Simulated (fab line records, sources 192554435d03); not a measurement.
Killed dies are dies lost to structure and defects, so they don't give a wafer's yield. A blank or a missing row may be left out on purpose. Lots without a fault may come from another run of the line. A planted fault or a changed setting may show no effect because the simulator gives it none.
Chamber matching | flow n5_finfet | N5_MIM_TOP_ALD_00 on ald_hk-02: 4 sister chambers
The step deposits Al2O3, purge time 3 s, co reactant pulse time 3 s. 14 wafers are shown with their chamber, then 7 later ones without.

WAFERS WITH THEIR CHAMBER
wafer  | chamber | precursor_pulse_height_rel
L079.1 | 1       | 0.995
L079.4 | 3       | 0.984
L079.6 | 3       | 1.011
L084.1 | 1       | 1.008
L084.4 | 0       | 0.982
L084.6 | 0       | 0.992
L088.1 | 3       | 0.963
L088.2 | 2       | 0.976
L088.6 | 0       | 0.980
L086.2 | 2       | 0.975
L086.4 | 1       | 1.007
L086.6 | 2       | 0.995
L092.1 | 0       | 0.998
L092.3 | 1       | 0.993

SIGNATURES (means of the wafers above)
reading                    | chamber 0 | chamber 1 | chamber 2 | chamber 3 | scatter within a chamber
precursor_pulse_height_rel | 0.98800   | 1.00075   | 0.98200   | 0.98600   | 0.0135
Rule: a wafer's distance from a chamber is the root of the sum, over the readings, of the square of ((its reading less the chamber's mean) divided by the reading's scatter). The wafer belongs to the nearest chamber; if the next one is less than 2 further off, it can't be placed. The scatter: the root of (the sum of the squares of (reading less its chamber's mean) over the shown wafers, divided by (wafers less chambers)).

WAFERS WITHOUT THEIR CHAMBER
wafer  | precursor_pulse_height_rel
L092.5 | 1.017
L096.2 | 1.004
L096.3 | 0.992
L096.4 | 0.983
L095.2 | 0.957
L095.4 | 1.001
L095.5 | 1.017

WHICH CHAMBER EACH WENT THROUGH
wafer  | from the rows above               | in truth
L092.5 | can't be placed: 1 or 0 or 3 or 2 | 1
L096.2 | can't be placed: 1 or 0 or 3 or 2 | 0
L096.3 | can't be placed: 0 or 3 or 1 or 2 | 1
L096.4 | can't be placed: 2 or 3 or 0 or 1 | 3
L095.2 | can't be placed: 2 or 3 or 0 or 1 | 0
L095.4 | can't be placed: 1 or 0 or 3 or 2 | 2
L095.5 | can't be placed: 1 or 0 or 3 or 2 | 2
Placed correctly: 0 of 7. Can't be placed from these rows: 7 (the true chamber is among the candidates in 7). Placed wrongly: 0.
